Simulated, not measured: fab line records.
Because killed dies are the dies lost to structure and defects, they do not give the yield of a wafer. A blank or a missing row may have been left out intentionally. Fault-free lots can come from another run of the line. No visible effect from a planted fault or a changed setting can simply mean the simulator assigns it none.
A single fault, viewed from 3 desks    flow n5-finfet    every desk sees just its own numbers, and what lay behind them comes last

AT THE METROLOGY DESK
Means of the sampled wafers that have a number, per lot and without regard to the tool the lot ran on: this is what the gauges read. The brackets show how far a lot's mean lies from the usual mean; more than 4 standard deviations puts the lot out of limits, marked OUT. Only the readings that lie furthest out on some lot appear, 7 of the 10 it has.
Columns: A = DIBL_P at N5_BEOL_M4_RC_MEAS_101, usual 36.0 mV/V; B = IOFF_N at N5_BEOL_M4_RC_MEAS_101, usual 0.155 nA/um; C = ION_P at N5_BEOL_M4_RC_MEAS_101, usual 461 uA/um; D = SS_N at N5_BEOL_M4_RC_MEAS_101, usual 71.5 mV/dec; E = SS_P at N5_BEOL_M4_RC_MEAS_101, usual 73.2 mV/dec; F = VT_N at N5_BEOL_M4_RC_MEAS_101, usual 250.4 mV; G = VT_P at N5_BEOL_M4_RC_MEAS_101, usual -251.0 mV
lot   first seen here  A     B      C    D     E     F      G
L314  day 8 12:22      34.5  0.130  451  70.7  72.5  253.1  -255.5
L315  day 8 17:25      34.1  0.118  461  71.1  73.0  254.7  -252.2
L318  day 9 18:07      34.7  0.134  460  71.4  73.0  251.8  -249.2
L325  day 10 21:57     35.2  0.155  463  71.8  72.8  251.5  -251.9
L324  day 11 04:49     34.8  0.158  464  71.3  72.9  248.7  -249.7
L327  day 11 06:49     35.6  0.176  459  71.9  73.6  247.9  -251.5
L334  day 13 15:59     36.7  0.168  464  71.6  73.8  248.6  -248.0
L337  day 13 23:31     35.7  0.166  458  71.4  73.5  249.6  -249.7
L335  day 14 00:02     33.1  0.129  463  71.0  72.4  253.0  -251.0
Result from this desk: across the 9 lots, nothing is out of limits.

THE DEFECT DESK
Inspection counts along the route, by lot: the mean over sampled wafers that carry a number. The brackets show how far a lot's mean lies from the usual mean; more than 4 standard deviations puts the lot out of limits, marked OUT.
Columns: A = raw-defect-count at N5_SD_EPI_N_INSPECT_11, usual 2.1
lot   first seen here  A
L314  day 3 03:23      4.3
L315  day 3 09:07      1.0
L318  day 4 05:30      2.0
L324  day 5 11:26      1.7
L325  day 5 21:47      2.3
L327  day 6 07:20      1.7
L334  day 8 05:29      0.7
L335  day 8 16:01      2.7
L337  day 9 03:38      1.7
Result from this desk: across the 9 lots, nothing is out of limits.

TOOL OWNER'S DESK, rie-diel-03
The tool's own readings at N5_SD_EPI_N_ETCHBACK_44 (etches SiNx in CH3F/O2, stops on SiO2, target depth 14.5 nm): means of the sampled wafers that have a number, for each lot that ran on this tool. The brackets show how far a lot's mean lies from the usual mean; more than 4 standard deviations puts the lot out of limits, marked OUT.
Columns: A = drypump-motor-current-A at N5_SD_EPI_N_ETCHBACK_44, usual 5.6 A; B = oes_o_777_au at N5_SD_EPI_N_ETCHBACK_44, usual 0.83 a.u.; C = oes-product-au at N5_SD_EPI_N_ETCHBACK_44, usual 0.71 a.u.; D = rf-vpp-V at N5_SD_EPI_N_ETCHBACK_44, usual 297 V; E = showerhead-plenum-p-Torr at N5_SD_EPI_N_ETCHBACK_44, usual 2.02 Torr; F = throttle-valve-pct at N5_SD_EPI_N_ETCHBACK_44, usual 16.23 %
lot   first seen here  A    B     C     D    E     F
L314  day 3 04:20      5.7  0.80  0.68  296  2.06  16.01
L315  day 3 10:57      5.6  0.75  0.65  296  2.08  16.16
L318  day 4 06:04      6.1  0.95  0.83  308  2.06  16.02
L324  day 5 12:55      5.6  0.89  0.72  298  2.07  15.87
L325  day 5 22:20      5.5  0.87  0.69  300  2.09  15.82
L327  day 6 07:47      5.6  0.83  0.65  300  2.07  15.87
Result from this desk: across the 6 lots, nothing is out of limits.

BROUGHT TOGETHER
Metrology desk: nothing out of limits seen.
Nothing the defect desk looked at was out of limits.
The desk of the tool owner found nothing out of limits.

WHAT THE SIMULATOR PUT IN
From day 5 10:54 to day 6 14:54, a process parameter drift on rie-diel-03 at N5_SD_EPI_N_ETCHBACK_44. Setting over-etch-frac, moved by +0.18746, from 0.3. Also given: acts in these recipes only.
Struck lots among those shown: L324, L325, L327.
